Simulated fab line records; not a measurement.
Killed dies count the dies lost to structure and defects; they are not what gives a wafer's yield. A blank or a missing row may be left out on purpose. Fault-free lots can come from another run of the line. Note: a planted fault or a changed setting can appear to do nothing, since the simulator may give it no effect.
Chamber matching | flow nand-harc | 4 sister chambers for NHARC_A_STAIRCASE_CMP_152 on cmp-04
The step polishes. 14 wafers are shown with their chamber, then 7 later ones without.

WAFERS PAIRED WITH THEIR CHAMBERS
wafer  | chamber | motor-current-A (A) | retaining-ring-pressure-frac
L074.2 | 3       | 12.5                | 1.003
L074.3 | 2       | 11.2                | 1.007
L074.5 | 3       | 12.8                | 0.999
L076.1 | 1       | 13.3                | 0.998
L076.2 | 3       | 13.0                | 1.004
L076.6 | 3       | 12.5                | 1.001
L083.2 | 3       | 12.5                | 0.999
L083.3 | 0       | 11.7                | 1.002
L083.4 | 1       | 12.8                | 1.002
L088.4 | 1       | 13.4                | 1.005
L088.5 | 2       | 11.6                | 1.002
L088.6 | 1       | 12.9                | 1.001
L086.3 | 0       | 12.5                | 1.000
L086.5 | 0       | 13.0                | 0.997

SIGNATURES (averages over the wafers above)
reading                      | chamber 0 | chamber 1 | chamber 2 | chamber 3 | scatter within a chamber
motor-current-A              | 12.400    | 13.100    | 11.400    | 12.660    | 0.376
retaining-ring-pressure-frac | 0.99967   | 1.00150   | 1.00450   | 1.00120   | 0.00266
Rule: a wafer lies at a distance from a chamber equal to the root of the sum of squares, over the readings, of (its reading less the chamber's mean, divided by the reading's scatter). If the next closest chamber is less than 2 further off than the closest, the wafer can't be placed; otherwise it belongs to the closest. The scatter: take each reading less its chamber's mean, square it, sum over the shown wafers, divide by the number of wafers less the number of chambers, and take the root.

WAFERS MISSING THEIR CHAMBER
wafer  | motor-current-A (A) | retaining-ring-pressure-frac
L086.6 | 13.2                | 0.999
L090.1 | 12.1                | 0.996
L090.5 | 11.4                | 1.007
L090.6 | 12.0                | 0.997
L096.2 | 12.4                | 1.003
L096.3 | 12.8                | 0.993
L096.6 | 11.4                | 0.996

WHICH CHAMBER EACH ONE RAN IN
wafer  | from the rows above               | in truth
L086.6 | can't be placed: 1 or 3 or 0      | 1
L090.1 | can't be placed: 0 or 3 or 1      | 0
L090.5 | 2                                 | 2
L090.6 | can't be placed: 0 or 3 or 2 or 1 | 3
L096.2 | can't be placed: 3 or 0 or 1 or 2 | 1
L096.3 | can't be placed: 0 or 3 or 1      | 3
L096.6 | can't be placed: 0 or 2 or 3 or 1 | 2
Correctly placed: 1 of 7. Unplaceable from these rows: 6, with the true chamber sitting among the candidates in 6. Number placed wrongly: 0.
